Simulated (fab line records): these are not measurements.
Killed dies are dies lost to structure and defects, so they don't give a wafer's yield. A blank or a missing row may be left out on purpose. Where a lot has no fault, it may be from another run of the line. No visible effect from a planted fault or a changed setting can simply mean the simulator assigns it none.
Matching of chambers ; flow n5 finfet ; N5_BEOL_M0_TRENCH_ETCH_107 on rie diel-01: 4 sister chambers
The step etches SiOC in C4F6/O2, target depth 32.8 nm, time 16.4 s. 7 wafers are shown with their chamber, then 11 later ones without.

WAFERS PAIRED WITH THEIR CHAMBERS
wafer;chamber;rf vpp V (V);showerhead plenum p Torr (Torr)
L079.5;0;628;2.77
L084.4;3;691;2.79
L084.5;2;693;2.85
L086.2;3;689;2.79
L086.3;2;693;2.84
L086.4;1;713;2.99
L090.3;1;713;2.99

WAFERS MISSING THEIR CHAMBER
wafer;rf vpp V (V);showerhead plenum p Torr (Torr)
L090.4;692;2.84
L090.6;712;2.99
L093.2;692;2.84
L093.3;630;2.76
L093.6;712;2.99
L095.1;628;2.76
L095.2;689;2.78
L095.6;627;2.76
L097.4;627;2.76
L097.5;712;2.98
L097.6;694;2.83

EACH ONE'S CHAMBER
wafer;from the rows above;in truth
L090.4;2;2
L090.6;1;1
L093.2;2;2
L093.3;0;0
L093.6;1;1
L095.1;0;0
L095.2;3;3
L095.6;0;0
L097.4;0;0
L097.5;1;1
L097.6;2;2
11 of 11 placed correctly. Not placeable from these rows: 0. Number placed wrongly: 0.
How it was worked out, from the rows above alone: a wafer's distance from a chamber is the root of the sum, over the readings, of the square of ((its reading less the chamber's mean) divided by the reading's scatter). If the next closest chamber is less than 2 further off than the closest, the wafer can't be placed; otherwise it belongs to the closest. Each chamber's mean is taken over the wafers shown for it. The scatter is the square root of a quotient: the sum, over the shown wafers, of each reading's squared deviation from its chamber's mean, divided by wafers minus chambers.
